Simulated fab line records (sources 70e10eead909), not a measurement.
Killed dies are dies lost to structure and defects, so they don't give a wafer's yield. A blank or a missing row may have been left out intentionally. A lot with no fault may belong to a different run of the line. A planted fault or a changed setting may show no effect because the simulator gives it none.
Comparing a struck lot with a sound one || flow nandHarc || 14 out of 1302 route steps
Sound: the wafers L144.1, L144.2, L144.4. Struck: wafer L153.2 (L153.3, L153.5, from the same lot, were not struck and are left out); the cause is given at the end.
Per side, at each step with rows, come the tool, then ch with its chambers, and then its first start. Under that, the readings that differ: sound wafers || struck wafers || difference of the means || sigmas: that difference in standard deviations of wafers without a fault.
alike: same words and numbers on both sides, and readings whose means sit less than 2 such deviations apart. not compared: any withheld reading, any reading some wafer has no value for, any bound like >300 that may hide the same value, and any number with overlapping values for which the record gives no deviation.
A row with sigmas, a row that says differs or no value, or rows on one side alone: a step with any of these is where the two part. When numbers do not overlap yet have no deviation, they are printed without sigmas and do not part them. A reading that every wafer of one side lacks parts them only if that side has two wafers or more.

first, 7 steps without rows for these wafers: NHARC_A_M1_COAT_34 (time 65 s); NHARC_A_M1_COAT_03 (resist thk 90 nm); NHARC_A_M1_SOFTBAKE_04 (time 55 s); NHARC_A_M1_EBR_05; NHARC_A_M1_EXPOSE_06 (exposes mask A M1, target cd 120 nm); NHARC_A_M1_PEB_07 (peb time 65 s); NHARC_A_M1_DEVELOP_08 (develop time 35 s).
NHARC_A_M1_CD_MEAS_09: target cd 120 nm.
  sound on cdSem-01 ch 0, day 26 14:58; struck on cdSem-03 ch 0, day 30 01:49
  alike: cdNm
NHARC_A_M1_OVL_MEAS_10: pitch 240 nm.
  sound on overlay-02, day 26 15:04; struck on overlay-01, day 30 01:54
  alike: overlayXNm, overlayYNm
NHARC_A_M1_INSPECT_11:
  sound on defectInspect-02, day 26 15:06; struck on defectInspect-01, day 30 01:56
  alike: rawDefectCount
NHARC_A_M1_DESCUM_14: chemistry O2, time 3 s.
  sound on rieDiel-04 ch 0,1,2, day 26 15:10; struck on rieDiel-04 ch 2, day 30 02:01
{"reading": "rfHoursCounterH (h)", "sound": "5 5 5", "struck": 10, "difference": "+5", "sigmas": ""}
  alike: drypumpMotorCurrentA, oesProductAu, rfVppV, showerheadPlenumPTorr, throttleValvePct
NHARC_A_M1_ETCH_35: etches the open film in N2/H2, target depth 40 nm, overetch 12 nm, time 43.94 s.
  sound on rieDiel-04 ch 0,1,2, day 26 15:14; struck on rieDiel-04 ch 3, day 30 02:05
{"reading": "rfHoursCounterH (h)", "sound": "5 5 5", "struck": 9, "difference": "+4", "sigmas": ""}
  alike: drypumpMotorCurrentA, oesProductAu, rfVppV, runLengthS, showerheadPlenumPTorr, throttleValvePct
NHARC_A_M1_ETCH_15: etches the open film in C4F8/Ar, target depth 182.5 nm, time 91.2 s.
  sound on rieDiel-04 ch 0,2,3, day 26 15:20; struck on rieDiel-04 ch 3, day 30 02:10
{"reading": "rfHoursCounterH (h)", "sound": "5 5 5", "struck": 9, "difference": "+4", "sigmas": ""}
{"reading": "runLengthS (s)", "sound": "113.2 112.1 112.0", "struck": 101.8, "difference": -10.6, "sigmas": -24}
  alike: oesProductAu, rfVppV
NHARC_A_M1_CD_MEAS_16:
  sound on cdSem-03, day 26 15:28; struck on cdSem-03, day 30 02:18
  alike: cdNm

WHERE THEY PART
Only at NHARC_A_M1_ETCH_15, within this record. Later steps at which nothing parts them and some readings are alike: NHARC_A_M1_CD_MEAS_16.

WHY: what the simulator had put in
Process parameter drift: rieDiel-04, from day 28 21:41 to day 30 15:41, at NHARC_A_M1_ETCH_15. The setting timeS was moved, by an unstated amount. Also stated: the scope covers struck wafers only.
